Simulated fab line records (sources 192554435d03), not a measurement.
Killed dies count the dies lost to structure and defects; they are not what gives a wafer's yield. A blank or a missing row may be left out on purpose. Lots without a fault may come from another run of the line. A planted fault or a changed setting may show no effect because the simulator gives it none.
Split-lot study / flow n5_finfet / 21 wafers read from 7 lots, route of 1938 steps

## THE SPLIT
At N5_BEOL_M11_COAT_59 (time 60 s, resist thk 100 nm), the setting spin_rpm was moved away from the recipe's 1500 rpm on 3 of the 21 wafers read, by -7.0% to +3.7%. All remaining wafers had this setting at the recipe value.

Reading taken at the split's own step.

## THE READING
SOC_of_BEOL_M11_COAT_59.thk_nm (the simulator's own value, which no gauge read), in nm, at N5_BEOL_M11_COAT_59 (time 60 s, resist thk 100 nm). The file gives no usual value for it. Across the 18 wafers here that went through the recipe, the average is 100.0 nm and the standard deviation 0.27 nm.

wafer=L074.3; tool, chamber at the split=litho_track-04, 0; spin_rpm as run, rpm=1500; against the recipe=recipe; SOC_of_BEOL_M11_COAT_59.thk_nm, nm=99.8; against lot-mates on the recipe=-
wafer=L074.4; tool, chamber at the split=litho_track-04, 0; spin_rpm as run, rpm=1500; against the recipe=recipe; SOC_of_BEOL_M11_COAT_59.thk_nm, nm=99.8; against lot-mates on the recipe=-
wafer=L074.6; tool, chamber at the split=litho_track-04, 0; spin_rpm as run, rpm=1500; against the recipe=recipe; SOC_of_BEOL_M11_COAT_59.thk_nm, nm=100; against lot-mates on the recipe=-
wafer=L077.1; tool, chamber at the split=litho_track-01, 0; spin_rpm as run, rpm=1500; against the recipe=recipe; SOC_of_BEOL_M11_COAT_59.thk_nm, nm=100; against lot-mates on the recipe=-
wafer=L077.2; tool, chamber at the split=litho_track-01, 0; spin_rpm as run, rpm=1500; against the recipe=recipe; SOC_of_BEOL_M11_COAT_59.thk_nm, nm=100; against lot-mates on the recipe=-
wafer=L077.5; tool, chamber at the split=litho_track-01, 0; spin_rpm as run, rpm=1500; against the recipe=recipe; SOC_of_BEOL_M11_COAT_59.thk_nm, nm=99.8; against lot-mates on the recipe=-
wafer=L078.3; tool, chamber at the split=litho_track-05, 0; spin_rpm as run, rpm=1500; against the recipe=recipe; SOC_of_BEOL_M11_COAT_59.thk_nm, nm=100; against lot-mates on the recipe=-
wafer=L078.6; tool, chamber at the split=litho_track-05, 0; spin_rpm as run, rpm=1500; against the recipe=recipe; SOC_of_BEOL_M11_COAT_59.thk_nm, nm=100; against lot-mates on the recipe=-
wafer=L078.5; tool, chamber at the split=litho_track-05, 0; spin_rpm as run, rpm=1406; against the recipe=-6.3%; SOC_of_BEOL_M11_COAT_59.thk_nm, nm=103.2; against lot-mates on the recipe=+3.2
wafer=L081.1; tool, chamber at the split=litho_track-04, 0; spin_rpm as run, rpm=1500; against the recipe=recipe; SOC_of_BEOL_M11_COAT_59.thk_nm, nm=99.6; against lot-mates on the recipe=-
wafer=L081.4; tool, chamber at the split=litho_track-04, 0; spin_rpm as run, rpm=1500; against the recipe=recipe; SOC_of_BEOL_M11_COAT_59.thk_nm, nm=99.6; against lot-mates on the recipe=-
wafer=L081.2; tool, chamber at the split=litho_track-04, 0; spin_rpm as run, rpm=1500; against the recipe=recipe; SOC_of_BEOL_M11_COAT_59.thk_nm, nm=100.4; against lot-mates on the recipe=-
wafer=L082.4; tool, chamber at the split=litho_track-05, 0; spin_rpm as run, rpm=1500; against the recipe=recipe; SOC_of_BEOL_M11_COAT_59.thk_nm, nm=100.6; against lot-mates on the recipe=-
wafer=L082.5; tool, chamber at the split=litho_track-05, 0; spin_rpm as run, rpm=1500; against the recipe=recipe; SOC_of_BEOL_M11_COAT_59.thk_nm, nm=100.2; against lot-mates on the recipe=-
wafer=L082.6; tool, chamber at the split=litho_track-05, 0; spin_rpm as run, rpm=1500; against the recipe=recipe; SOC_of_BEOL_M11_COAT_59.thk_nm, nm=100.4; against lot-mates on the recipe=-
wafer=L084.2; tool, chamber at the split=litho_track-05, 0; spin_rpm as run, rpm=1555; against the recipe=+3.7%; SOC_of_BEOL_M11_COAT_59.thk_nm, nm=98.6; against lot-mates on the recipe=-1.4
wafer=L084.5; tool, chamber at the split=litho_track-05, 0; spin_rpm as run, rpm=1500; against the recipe=recipe; SOC_of_BEOL_M11_COAT_59.thk_nm, nm=100.2; against lot-mates on the recipe=-
wafer=L084.6; tool, chamber at the split=litho_track-05, 0; spin_rpm as run, rpm=1500; against the recipe=recipe; SOC_of_BEOL_M11_COAT_59.thk_nm, nm=99.8; against lot-mates on the recipe=-
wafer=L095.1; tool, chamber at the split=litho_track-04, 0; spin_rpm as run, rpm=1500; against the recipe=recipe; SOC_of_BEOL_M11_COAT_59.thk_nm, nm=99.8; against lot-mates on the recipe=-
wafer=L095.2; tool, chamber at the split=litho_track-04, 0; spin_rpm as run, rpm=1500; against the recipe=recipe; SOC_of_BEOL_M11_COAT_59.thk_nm, nm=99.8; against lot-mates on the recipe=-
wafer=L095.3; tool, chamber at the split=litho_track-04, 0; spin_rpm as run, rpm=1395; against the recipe=-7.0%; SOC_of_BEOL_M11_COAT_59.thk_nm, nm=103.6; against lot-mates on the recipe=+3.8

THE FIT
A straight line over all 21 wafers: SOC_of_BEOL_M11_COAT_59.thk_nm changes by -0.493 nm for each +1% of spin_rpm; r = -0.97; the points scatter about the line by 0.28 nm.
The same after taking each lot's own level away (the mean of its wafers on the recipe; 21 wafers): -0.506 nm for each +1%; r = -0.98; scatter 0.22 nm.
The reading moves by 3.5 nm for the largest change in spin_rpm, on that fit.
Measured against the standard deviation above, the lots' own levels, which go from 99.80 to 100.40 nm, span 2.2 times it.
Consequently the slope shifts little with the lot-to-lot level, the two slopes agreeing.
Check: +3.36 nm against its lot-mates is what the line predicts for one of the wafers moved furthest among these (-7.0%) when that wafer is left out of the fit. It came out at +3.8 nm against them.

## ADDITIONAL SPLITS CARRIED BY THESE WAFERS
These wafers also went through other splits before the reading. Each is held against what the fit with the lots' levels taken away leaves over:
other split on the same wafers=N5_BEOL_M5_ETCH_41 source_w; wafers away from the commonest value=7; r with SOC_of_BEOL_M11_COAT_59.thk_nm (lot level and that fit taken away)=-0.08
other split on the same wafers=N5_BEOL_M7_DESCUM_33 time_s; wafers away from the commonest value=9; r with SOC_of_BEOL_M11_COAT_59.thk_nm (lot level and that fit taken away)=+0.31
other split on the same wafers=N5_BEOL_M7_TRENCH_ETCH_37 source_w; wafers away from the commonest value=9; r with SOC_of_BEOL_M11_COAT_59.thk_nm (lot level and that fit taken away)=-0.20
other split on the same wafers=N5_BEOL_M8_TRENCH_ETCH_37 source_w; wafers away from the commonest value=8; r with SOC_of_BEOL_M11_COAT_59.thk_nm (lot level and that fit taken away)=-0.10
other split on the same wafers=N5_BEOL_M8_CURE_75 time_s; wafers away from the commonest value=5; r with SOC_of_BEOL_M11_COAT_59.thk_nm (lot level and that fit taken away)=-0.22
other split on the same wafers=N5_BEOL_M9_TRENCH_ETCH_37 bias_w; wafers away from the commonest value=6; r with SOC_of_BEOL_M11_COAT_59.thk_nm (lot level and that fit taken away)=+0.22

## FILE'S OWN FIT
SOC_of_BEOL_M11_COAT_59.thk_nm changes by -0.509 nm for each +1% of spin_rpm, r = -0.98.
